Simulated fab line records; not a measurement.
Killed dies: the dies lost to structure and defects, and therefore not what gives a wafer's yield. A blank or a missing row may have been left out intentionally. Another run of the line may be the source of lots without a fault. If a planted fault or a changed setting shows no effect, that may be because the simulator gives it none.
fab line records    flow nand_harc    part 1 of 2: steps 1 to 4 of 6
record lots=23  wafers=69  last_day=33
route steps=1302 shown A_STAIRCASE@681
lots that met no fault: taken from a fault-free run of the same line
start_h: hours from the record's opening day to when the first of the lot's shown wafers began    wait_h: how many hours have passed since the lot's step before this one    " unchanged from the row above    L1.1+2: several wafers, shown together as one row    - either no value or no given start    * or withheld: withheld    < > ~ a bound
route shown NAME@n: names a module that has steps shown in the file, with the first one's number in the route    usual: mean/standard deviation of fault-free wafers    same: alike in all rows    chamber/n: place in a boat    sites: each site's reading    _std_site: standard deviation of those values    _edge_site: outer sites' mean less inner sites'    radius_mm: for every site, how far away it sits from the centre of the wafer    mask NAME#n: copy n    behind: the most recent tool/chamber to have shaped the wafer    hold: the reason the lot was held/the length of the hold in hours/how it ended    device: the n, p or np transistor that did not switch    end of line: the route-end tests of the same wafers    a step with no rows: only its recipe    killed: count of dies lost to structure and defects at first sort (not the wafer's yield)    map: shows each die of a wafer: x if killed, . if not, _ if none is there
set.NAME: the run value of the setting; set.NAME@STEP: its run value at that earlier step    model.NAME: the simulator's own value behind a step, which no gauge read
the route's steps for a sample of lots (tables are steps, rows are wafers)
services: when a tool's chamber went out of use (start_h, in hours from the record's first day, below 0 if earlier), for how many hours, and the reason
## steps
# step NHARC_A_STAIRCASE_TRIM_24
# recipe time_s=211.2  o2_flow_sccm=500  ar_flow_sccm=0  bias_w=0  chemistry=O2
# usual drypump_motor_current_A=5.8/0.53  mfc_ar_sccm=0.010/0.012  oes_product_au=1.001/0.0092  rf_vpp_V=57.5/0.76  showerhead_plenum_p_Torr=3.44/0.072  throttle_valve_pct=17.035/0.0099
lot.wafer  tool         chamber  start_h  wait_h  drypump_motor_current_A  mfc_ar_sccm  oes_product_au  rf_hours_counter_h  rf_vpp_V  showerhead_plenum_p_Torr  throttle_valve_pct
L075.2     rie_diel-08  2        -        -       5.9                      0            0.998           58                  57.4      3.50                      17.029
L075.3     "            0        "        "       5.3                      0            1.007           52                  58.3      3.53                      17.033
L075.5     "            1        "        "       4.8                      0.026        0.998           -                   56.7      3.48                      17.049
L074.2     rie_diel-11  3        -        -       5.9                      0            0.997           33                  57.5      3.44                      17.042
L074.1     "            1        "        "       5.8                      0            1.013           30                  56.4      3.47                      17.036
L074.5     "            3        "        "       5.9                      0            1.009           -                   57.8      3.44                      17.031
L076.3     rie_diel-08  1        -        -       4.8                      0.026        1.012           0                   57.3      3.48                      17.031
L076.6     "            2        "        "       6.0                      0            1.001           -                   57.4      3.49                      17.030
L076.5     "            3        "        "       6.1                      0.022        1.007           -                   56.6      3.34                      17.036
L077.4     rie_diel-04  0        -        -       6.4                      0.025        1.002           9                   58.2      3.54                      17.040
L077.3     "            3        "        "       5.6                      0.007        0.992           7                   57.4      3.35                      17.032
L077.5     "            1        "        "       5.9                      0            1.004           -                   57.9      3.50                      17.040
L079.4     rie_diel-08  0        -        -       5.3                      0            1.009           11                  58.0      3.52                      17.031
L079.1     "            1        "        "       4.8                      0.026        1.013           13                  59.5      3.47                      17.032
L079.6     "            0        "        "       5.3                      0            0.997           -                   58.7      3.52                      17.027
L078.2     rie_diel-08  1        -        -       4.8                      0.026        1.001           13                  57.4      3.47                      17.007
L078.3     "            2        "        "       5.9                      0            0.995           10                  58.3      3.49                      17.041
L078.5     "            1        "        "       4.8                      0.026        0.993           -                   59.3      3.47                      17.039
L082.1     rie_diel-04  2        -        -       6.7                      0.031        1.014           16                  58.4      3.36                      17.032
L082.3     "            3        "        "       5.6                      0.007        1.002           17                  58.1      3.34                      17.046
L082.6     "            2        "        "       6.7                      0.031        1.002           -                   58.8      3.36                      17.044
L081.3     rie_diel-08  3        -        -       6.2                      0.022        1.005           13                  57.8      3.33                      17.036
L081.2     "            0        "        "       5.3                      0            0.999           18                  58.3      3.52                      17.037
L081.1     "            1        "        "       4.8                      0.026        0.997           20                  58.0      3.47                      17.022
L083.4     rie_diel-11  2        -        -       6.3                      0            0.993           6                   57.7      3.37                      17.030
L083.3     "            0        "        "       5.5                      0            0.991           4                   57.3      3.53                      17.016
L083.5     "            1        "        "       5.8                      0            0.989           -                   58.5      3.46                      17.047
L086.2     rie_diel-08  0        -        -       5.3                      0            1.009           31                  56.9      3.51                      17.023
L086.1     "            1        "        "       4.8                      0.026        1.002           33                  58.2      3.46                      17.034
L086.5     "            0        "        "       5.3                      0            1.015           -                   57.1      3.51                      17.004
L085.1     rie_diel-04  0        -        -       6.5                      0.025        1.012           29                  57.0      3.53                      17.047
L085.3     "            1        "        "       5.8                      0            0.991           31                  57.6      3.49                      17.038
L085.6     "            3        "        "       5.6                      0.007        0.995           -                   57.3      3.34                      17.027
L084.2     rie_diel-11  0        -        -       5.5                      0            0.986           8                   58.7      3.53                      17.037
L084.5     "            3        "        "       5.9                      0            0.992           -                   58.1      3.43                      17.038
L084.6     "            0        "        "       5.5                      0            0.998           -                   58.1      3.53                      17.046
L087.4     rie_diel-11  2        -        -       6.4                      0            0.991           16                  58.2      3.37                      17.021
L087.5     "            2        "        "       6.4                      0            0.996           -                   58.3      3.37                      17.039
L087.6     "            3        "        "       5.9                      0            1.003           -                   57.5      3.43                      17.049
L089.1     rie_diel-08  3        -        -       6.2                      0.022        1.016           43                  56.1      3.32                      17.045
L089.3     "            1        "        "       4.8                      0.026        0.989           49                  56.8      3.46                      17.028
L089.2     "            2        "        "       5.9                      0            1.009           46                  56.8      3.47                      17.032
L090.4     rie_diel-08  1        -        -       4.8                      0.026        0.994           50                  56.3      3.46                      17.030
L090.1     "            3        "        "       6.1                      0.022        1.025           43                  58.3      3.32                      17.052
L090.5     "            0        "        "       5.3                      0            0.997           -                   57.1      3.50                      17.040
L088.2     rie_diel-04  2        -        -       6.7                      0.031        1.021           40                  56.6      3.35                      17.043
L088.6     "            2        "        "       6.7                      0.031        1.004           -                   58.0      3.35                      17.042
L088.5     "            3        "        "       5.6                      0.007        1.005           -                   55.5      3.33                      17.031
L091.2     rie_diel-08  2        -        -       5.9                      0            0.992           51                  55.9      3.47                      17.037
L091.4     "            3        "        "       6.2                      0.022        1.015           47                  58.4      3.32                      17.033
L091.5     "            1        "        "       4.8                      0.026        0.996           -                   57.3      3.45                      17.025
L093.1     rie_diel-04  1        -        -       5.8                      0            1.017           0                   57.3      3.47                      17.028
L093.2     "            3        "        "       5.6                      0.007        0.998           0                   56.8      3.33                      17.037
L093.5     "            1        "        "       5.8                      0            1.002           -                   57.0      3.47                      17.023
L092.1     rie_diel-08  1        -        -       4.8                      0.026        0.992           63                  56.5      3.45                      17.041
L092.6     "            1        "        "       4.8                      0.026        0.984           -                   57.9      3.45                      17.033
L092.5     "            2        "        "       5.9                      0            0.987           -                   57.9      3.46                      17.057
L094.1     rie_diel-11  2        -        -       6.4                      0            1.001           47                  56.8      3.35                      17.066
L094.2     "            3        "        "       5.9                      0            1.001           43                  58.0      3.41                      17.040
L094.5     "            1        "        "       5.8                      0            1.005           -                   56.6      3.44                      17.047
L095.2     rie_diel-08  2        -        -       5.9                      0            0.997           2                   57.2      3.46                      17.040
L095.1     "            3        "        "       6.1                      0.022        1.009           3                   56.2      3.31                      17.026
L095.5     "            2        "        "       5.9                      0            1.003           -                   57.4      3.46                      17.020
L097.1     rie_diel-08  2        -        -       5.9                      0            0.990           5                   57.7      3.46                      17.025
L097.3     "            3        "        "       6.1                      0.022        1.004           5                   56.3      3.31                      17.038
L097.6     "            1        "        "       4.8                      0.026        0.985           -                   56.7      3.44                      17.025
L096.3     rie_diel-04  2        -        -       6.6                      0.031        0.983           10                  56.7      3.34                      17.023
L096.5     "            2        "        "       6.7                      0.031        0.992           -                   57.2      3.34                      17.034
L096.6     "            3        "        "       5.6                      0.007        0.989           -                   57.8      3.32                      17.043
# step NHARC_A_STAIRCASE_ETCH_27
# recipe target_depth_a=1000  time_s=40.5  ion_energy_ev=400  c4f8_flow_sccm=20  o2_flow_sccm=10  ar_flow_sccm=withheld  rf_w=600  bias_w=1000  chemistry=C4F8/O2
# usual oes_product_au=0.946/0.01  rf_vpp_V=892.4/2.8
lot.wafer  tool         chamber  start_h  wait_h  oes_product_au  rf_hours_counter_h  rf_vpp_V
L075.3     rie_diel-08  3        -        -       0.926           62                  889.5
L075.2     "            1        "        "       0.933           55                  894.1
L075.5     "            3        "        "       0.926           -                   888.3
L074.1     rie_diel-11  2        -        -       0.953           32                  890.9
L074.2     "            1        "        "       0.957           30                  894.1
L074.5     "            2        "        "       0.941           -                   890.4
L076.3     rie_diel-08  3        -        -       0.957           0                   889.1
L076.6     "            1        "        "       0.950           -                   892.7
L076.5     "            2        "        "       0.951           -                   894.0
L077.3     rie_diel-04  0        -        -       0.952           9                   894.5
L077.4     "            1        "        "       0.938           10                  894.3
L077.5     "            0        "        "       0.943           -                   897.8
L079.4     rie_diel-08  2        -        -       0.932           10                  894.9
L079.1     "            0        "        "       0.947           11                  895.8
L079.6     "            2        "        "       0.944           -                   894.9
L078.2     rie_diel-08  1        -        -       0.947           13                  893.4
L078.3     "            3        "        "       0.963           8                   888.9
L078.5     "            0        "        "       0.945           -                   895.9
L082.3     rie_diel-04  2        -        -       0.967           16                  889.4
L082.1     "            0        "        "       0.933           20                  896.0
L082.6     "            2        "        "       0.955           -                   889.8
L081.2     rie_diel-08  0        -        -       0.940           18                  895.9
L081.1     "            1        "        "       0.945           20                  894.5
L081.3     "            2        "        "       0.935           15                  894.7
L083.4     rie_diel-11  2        -        -       0.925           7                   889.9
L083.3     "            0        "        "       0.931           5                   897.3
L083.5     "            2        "        "       0.941           -                   889.0
L086.2     rie_diel-08  3        -        -       0.959           27                  888.4
L086.1     "            2        "        "       0.943           30                  895.1
L086.5     "            0        "        "       0.955           -                   895.8
L085.3     rie_diel-04  3        -        -       0.943           26                  887.5
L085.1     "            0        "        "       0.948           29                  895.7
L085.6     "            1        "        "       0.936           -                   892.9
L084.2     rie_diel-11  1        -        -       0.935           10                  894.6
L084.5     "            1        "        "       0.938           -                   893.9
L084.6     "            2        "        "       0.941           -                   888.5
L087.4     rie_diel-11  2        -        -       0.932           16                  890.7
L087.6     "            1        "        "       0.964           -                   892.4
L087.5     "            2        "        "       0.938           -                   888.8
L089.3     rie_diel-08  3        -        -       0.949           43                  886.8
L089.1     "            0        "        "       0.940           47                  893.5
L089.2     "            1        "        "       0.922           50                  892.4
L090.1     rie_diel-08  0        -        -       0.946           47                  895.0
L090.4     "            2        "        "       0.963           46                  894.5
L090.5     "            1        "        "       0.951           -                   894.0
L088.2     rie_diel-04  3        -        -       0.949           37                  887.8
L088.6     "            2        "        "       0.947           -                   890.2
L088.5     "            3        "        "       0.950           -                   890.0
L091.2     rie_diel-08  0        -        -       0.937           53                  894.8
L091.4     "            1        "        "       0.947           56                  892.1
L091.5     "            0        "        "       0.944           -                   894.0
L093.1     rie_diel-04  1        -        -       0.953           0                   893.1
L093.2     "            2        "        "       0.945           0                   890.5
L093.5     "            0        "        "       0.945           -                   895.5
L092.1     rie_diel-08  2        -        -       0.943           59                  894.8
L092.5     "            0        "        "       0.952           -                   895.6
L092.6     "            1        "        "       0.944           -                   893.9
L094.2     rie_diel-11  1        -        -       0.939           40                  893.3
L094.1     "            2        "        "       0.943           47                  889.2
L094.5     "            3        "        "       0.948           -                   890.9
L095.1     rie_diel-08  0        -        -       0.957           4                   895.2
L095.2     "            2        "        "       0.945           3                   893.7
L095.5     "            0        "        "       0.962           -                   894.3
L097.3     rie_diel-08  1        -        -       0.936           5                   893.1
L097.1     "            2        "        "       0.934           5                   894.8
L097.6     "            1        "        "       0.934           -                   891.7
L096.3     rie_diel-04  3        -        -       0.939           11                  888.0
L096.6     "            2        "        "       0.947           -                   889.2
L096.5     "            3        "        "       0.945           -                   889.5
# step NHARC_A_STAIRCASE_DESCUM_186
# recipe time_s=3  o2_flow_sccm=200  ar_flow_sccm=0  bias_power_w=0  chemistry=O2
# usual drypump_motor_current_A=5.9/0.5  mfc_ar_sccm=0.010/0.013  oes_product_au=1.001/0.0086  rf_vpp_V=57.6/0.85  showerhead_plenum_p_Torr=1.86/0.043  throttle_valve_pct=11.311/0.0085
lot.wafer  tool         chamber  start_h  wait_h  drypump_motor_current_A  mfc_ar_sccm  oes_product_au  rf_hours_counter_h  rf_vpp_V  showerhead_plenum_p_Torr  throttle_valve_pct
L075.2     rie_diel-08  3        364.97   -       6.2                      0.022        1.013           62                  56.0      1.80                      11.320
L075.3     "            1        "        "       4.8                      0.026        1.004           55                  59.4      1.89                      11.318
L075.5     "            3        "        "       6.2                      0.022        0.994           -                   58.6      1.81                      11.306
L074.1     rie_diel-04  1        365.81   -       5.8                      0            0.994           0                   57.9      1.90                      11.322
L074.2     "            0        "        "       6.4                      0.025        0.993           0                   58.7      1.92                      11.298
L074.5     "            2        "        "       6.6                      0.031        1.000           -                   57.4      1.82                      11.313
L076.3     rie_diel-11  2        380.95   -       6.4                      0            1.005           37                  57.7      1.83                      11.309
L076.6     "            0        "        "       5.5                      0            0.995           -                   57.4      1.92                      11.301
L076.5     "            1        "        "       5.8                      0            0.995           -                   57.0      1.88                      11.309
L077.3     rie_diel-11  1        391.87   -       5.8                      0            1.005           39                  57.0      1.88                      11.308
L077.4     "            2        "        "       6.4                      0            1.003           40                  58.0      1.83                      11.322
L077.5     "            3        "        "       5.9                      0            0.990           -                   56.6      1.86                      11.315
L079.1     rie_diel-11  3        414.48   -       5.9                      0            0.997           45                  57.3      1.86                      11.308
L079.4     "            0        "        "       5.5                      0            1.011           45                  58.4      1.92                      11.295
L079.6     "            0        "        "       5.5                      0            1.000           -                   58.1      1.92                      11.304
L078.2     rie_diel-08  3        414.65   -       6.2                      0.022        1.003           8                   57.4      1.80                      11.311
L078.3     "            1        "        "       4.8                      0.026        1.005           13                  58.6      1.88                      11.307
L078.5     "            0        "        "       5.3                      0            1.004           -                   56.8      1.91                      11.319
L082.3     rie_diel-08  0        434.23   -       5.3                      0            0.993           18                  57.6      1.91                      11.303
L082.1     "            3        "        "       6.2                      0.022        1.011           13                  57.3      1.80                      11.317
L082.6     "            0        "        "       5.3                      0            0.998           -                   56.8      1.91                      11.325
L081.3     rie_diel-04  0        434.52   -       6.5                      0.025        1.016           21                  57.2      1.92                      11.313
L081.2     "            1        "        "       5.9                      0            0.994           21                  57.7      1.89                      11.311
L081.1     "            2        "        "       6.6                      0.031        0.995           17                  57.4      1.82                      11.313
L083.3     rie_diel-04  2        453.93   -       6.7                      0.031        1.004           25                  58.7      1.81                      11.314
L083.4     "            0        "        "       6.5                      0.025        1.018           27                  57.5      1.92                      11.298
L083.5     "            3        "        "       5.6                      0.007        0.995           -                   57.9      1.80                      11.307
L086.1     rie_diel-11  1        464.93   -       5.8                      0            0.996           11                  58.3      1.87                      11.301
L086.2     "            2        "        "       6.4                      0            0.999           13                  58.2      1.82                      11.310
L086.5     "            2        "        "       6.4                      0            1.002           -                   57.9      1.82                      11.304
L085.1     rie_diel-04  1        465.15   -       5.8                      0            0.989           32                  58.3      1.89                      11.308
L085.3     "            2        "        "       6.7                      0.031        1.007           29                  56.8      1.81                      11.315
L085.6     "            1        "        "       5.8                      0            0.994           -                   58.0      1.89                      11.314
L084.2     rie_diel-04  1        465.33   -       5.9                      0            0.997           32                  57.9      1.89                      11.304
L084.5     "            1        "        "       5.8                      0            1.001           -                   58.2      1.89                      11.322
L084.6     "            2        "        "       6.7                      0.031        1.012           -                   56.8      1.81                      11.306
L087.4     rie_diel-04  2        476.34   -       6.7                      0.031        1.013           32                  56.9      1.81                      11.309
L087.5     "            1        "        "       5.8                      0            1.007           -                   57.7      1.89                      11.309
L087.6     "            2        "        "       6.6                      0.031        1.015           -                   56.8      1.81                      11.314
L089.2     rie_diel-04  3        509.27   -       5.6                      0.007        1.005           37                  58.8      1.80                      11.307
L089.1     "            0        "        "       6.4                      0.025        1.002           42                  57.7      1.91                      11.298
L089.3     "            1        "        "       5.8                      0            1.007           46                  57.7      1.88                      11.321
L090.1     rie_diel-11  0        509.57   -       5.5                      0            0.999           26                  56.8      1.91                      11.311
L090.4     "            1        "        "       5.9                      0            0.986           20                  57.7      1.87                      11.317
L090.5     "            3        "        "       5.9                      0            1.004           -                   58.7      1.85                      11.299
L088.2     rie_diel-11  3        510.47   -       5.8                      0            0.996           30                  57.6      1.85                      11.308
L088.6     "            2        "        "       6.4                      0            1.003           -                   56.0      1.82                      11.295
L088.5     "            3        "        "       5.8                      0            1.004           -                   58.8      1.85                      11.314
L091.4     rie_diel-08  2        533.74   -       5.9                      0            0.983           54                  57.9      1.88                      11.295
L091.2     "            3        "        "       6.1                      0.022        1.012           50                  57.0      1.79                      11.313
L091.5     "            1        "        "       4.8                      0.026        0.988           -                   58.1      1.87                      11.307
L093.1     rie_diel-04  1        546.32   -       5.9                      0            1.023           0                   58.4      1.88                      11.298
L093.2     "            3        "        "       5.6                      0.007        1.009           0                   58.0      1.80                      11.307
L093.5     "            1        "        "       5.8                      0            1.017           -                   55.6      1.88                      11.293
L092.1     rie_diel-04  1        546.73   -       5.8                      0            1.017           1                   58.4      1.88                      11.311
L092.6     "            1        "        "       5.9                      0            1.016           -                   57.7      1.88                      11.310
L092.5     "            2        "        "       6.7                      0.031        0.990           -                   57.2      1.81                      11.301
L094.2     rie_diel-11  2        557.21   -       6.4                      0            0.994           47                  57.5      1.81                      11.330
L094.1     "            3        "        "       5.9                      0            1.004           44                  58.0      1.84                      11.314
L094.5     "            2        "        "       6.4                      0            1.002           -                   56.6      1.81                      11.307
L095.2     rie_diel-08  2        570.26   -       5.9                      0            0.992           3                   56.4      1.87                      11.311
L095.1     "            0        "        "       5.3                      0            1.021           4                   58.2      1.89                      11.311
L095.5     "            1        "        "       4.8                      0.026        0.989           -                   55.9      1.86                      11.312
L097.3     rie_diel-04  0        578.67   -       6.4                      0.025        0.999           10                  58.2      1.91                      11.318
L097.1     "            2        "        "       6.7                      0.031        0.977           11                  55.7      1.80                      11.309
L097.6     "            3        "        "       5.6                      0.007        0.987           -                   58.4      1.79                      11.302
L096.3     rie_diel-04  1        578.98   -       5.8                      0            1.004           10                  57.9      1.88                      11.308
L096.5     "            0        "        "       6.4                      0.025        0.997           -                   57.5      1.91                      11.307
L096.6     "            1        "        "       5.8                      0            1.001           -                   55.0      1.88                      11.307
# step NHARC_A_STAIRCASE_ETCH_188
# recipe target_depth_a=1000  time_s=40.5  ion_energy_ev=400  c4f8_flow_sccm=20  o2_flow_sccm=10  ar_flow_sccm=withheld  rf_w=600  bias_w=1000  chemistry=C4F8/O2
# usual oes_product_au=0.942/0.012  rf_vpp_V=892.4/2.8
lot.wafer  tool         chamber  start_h  wait_h  oes_product_au  rf_hours_counter_h  rf_vpp_V
L075.3     rie_diel-08  1        -        -       0.944           56                  893.5
L075.2     "            0        "        "       0.947           53                  895.9
L075.5     "            1        "        "       0.950           -                   895.2
L074.2     rie_diel-04  2        -        -       0.931           1                   890.0
L074.1     "            3        "        "       0.933           1                   889.0
L074.5     "            3        "        "       0.921           -                   889.7
L076.3     rie_diel-11  1        -        -       0.944           37                  893.9
L076.5     "            1        "        "       0.943           -                   894.7
L076.6     "            2        "        "       0.941           -                   891.2
L077.4     rie_diel-11  2        -        -       0.931           40                  890.5
L077.3     "            3        "        "       0.925           41                  893.5
L077.5     "            3        "        "       0.920           -                   892.5
L079.1     rie_diel-11  0        -        -       0.952           45                  896.0
L079.4     "            1        "        "       0.976           44                  894.4
L079.6     "            3        "        "       0.942           -                   894.0
L078.2     rie_diel-08  3        -        -       0.941           8                   890.9
L078.3     "            0        "        "       0.938           11                  896.8
L078.5     "            3        "        "       0.935           -                   888.8
L082.3     rie_diel-08  0        -        -       0.931           19                  896.3
L082.1     "            1        "        "       0.934           20                  893.6
L082.6     "            3        "        "       0.946           -                   887.6
L081.3     rie_diel-04  1        -        -       0.960           21                  894.7
L081.1     "            2        "        "       0.962           17                  890.1
L081.2     "            3        "        "       0.945           18                  889.4
L083.3     rie_diel-04  2        -        -       0.943           25                  889.4
L083.4     "            3        "        "       0.945           23                  888.8
L083.5     "            1        "        "       0.949           -                   894.4
L086.2     rie_diel-11  0        -        -       0.971           9                   895.7
L086.1     "            3        "        "       0.961           11                  891.2
L086.5     "            0        "        "       0.960           -                   896.4
L085.3     rie_diel-04  2        -        -       0.938           29                  889.6
L085.1     "            1        "        "       0.942           32                  894.5
L085.6     "            2        "        "       0.940           -                   889.8
L084.2     rie_diel-04  3        -        -       0.926           27                  889.8
L084.6     "            0        "        "       0.934           -                   895.1
L084.5     "            1        "        "       0.933           -                   895.2
L087.4     rie_diel-04  0        -        -       0.947           33                  896.9
L087.5     "            1        "        "       0.949           -                   895.3
L087.6     "            2        "        "       0.952           -                   890.8
L089.3     rie_diel-04  3        -        -       0.948           37                  888.1
L089.2     "            1        "        "       0.951           46                  894.3
L089.1     "            2        "        "       0.962           41                  889.1
L090.1     rie_diel-11  1        -        -       0.943           21                  892.2
L090.4     "            2        "        "       0.951           30                  889.0
L090.5     "            1        "        "       0.943           -                   892.0
L088.2     rie_diel-11  0        -        -       0.936           26                  895.3
L088.5     "            3        "        "       0.936           -                   891.7
L088.6     "            0        "        "       0.933           -                   894.9
L091.2     rie_diel-08  0        -        -       0.932           55                  895.0
L091.4     "            1        "        "       0.939           60                  895.2
L091.5     "            3        "        "       0.949           -                   886.9
L093.2     rie_diel-04  0        -        -       0.942           0                   894.4
L093.1     "            3        "        "       0.939           0                   889.5
L093.5     "            1        "        "       0.939           -                   891.9
L092.1     rie_diel-04  0        -        -       0.929           1                   894.4
L092.6     "            2        "        "       0.933           -                   889.9
L092.5     "            3        "        "       0.938           -                   887.1
L094.2     rie_diel-11  0        -        -       0.937           42                  894.5
L094.1     "            3        "        "       0.952           44                  890.5
L094.5     "            1        "        "       0.939           -                   893.0
L095.2     rie_diel-08  1        -        -       0.953           3                   893.0
L095.1     "            0        "        "       0.984           4                   895.2
L095.5     "            1        "        "       0.933           -                   892.5
L097.3     rie_diel-04  2        -        -       0.939           11                  887.6
L097.1     "            3        "        "       0.941           11                  888.4
L097.6     "            1        "        "       0.944           -                   893.3
L096.3     rie_diel-04  1        -        -       0.934           10                  895.0
L096.5     "            1        "        "       0.925           -                   895.5
L096.6     "            2        "        "       0.917           -                   888.8
